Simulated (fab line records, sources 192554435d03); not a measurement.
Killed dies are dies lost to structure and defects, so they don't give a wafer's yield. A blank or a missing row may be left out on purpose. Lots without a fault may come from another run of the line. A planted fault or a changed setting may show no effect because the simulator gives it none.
Chamber matching | flow n5_finfet | N5_BEOL_M5_DEP_56 on pecvd-03: 3 sister chambers
The step deposits SiCN from 3MS/NH3, target thk 8 nm, time 14 s. 5 wafers are shown with their chamber, then 7 later ones without.

WAFERS WITH THEIR CHAMBER
wafer  | chamber | throttle_valve_pct (%) | showerhead_plenum_p_Torr (Torr)
L085.3 | 2       | 8.7                    | 3.667
L090.3 | 0       | 10.2                   | 3.668
L090.4 | 1       | 9.4                    | 3.656
L093.1 | 0       | 10.3                   | 3.661
L093.3 | 1       | 9.3                    | 3.671

WAFERS WITHOUT THEIR CHAMBER
wafer  | throttle_valve_pct (%) | showerhead_plenum_p_Torr (Torr)
L093.6 | 9.4                    | 3.659
L094.1 | 10.2                   | 3.657
L094.2 | 9.3                    | 3.662
L094.3 | 8.8                    | 3.672
L097.1 | 8.9                    | 3.664
L097.3 | 9.4                    | 3.671
L097.6 | 9.4                    | 3.671

WHICH CHAMBER EACH WENT THROUGH
wafer  | from the rows above | in truth
L093.6 | 1                   | 1
L094.1 | 0                   | 0
L094.2 | 1                   | 1
L094.3 | 2                   | 2
L097.1 | 2                   | 2
L097.3 | 1                   | 1
L097.6 | 1                   | 1
Placed correctly: 7 of 7. Can't be placed from these rows: 0. Placed wrongly: 0.
How it was worked out, from the rows above alone: a wafer's distance from a chamber is the root of the sum, over the readings, of the square of ((its reading less the chamber's mean) divided by the reading's scatter). The wafer belongs to the nearest chamber; if the next one is less than 2 further off, it can't be placed. A chamber's mean is the mean of its shown wafers. The scatter: the root of (the sum of the squares of (reading less its chamber's mean) over the shown wafers, divided by (wafers less chambers)).
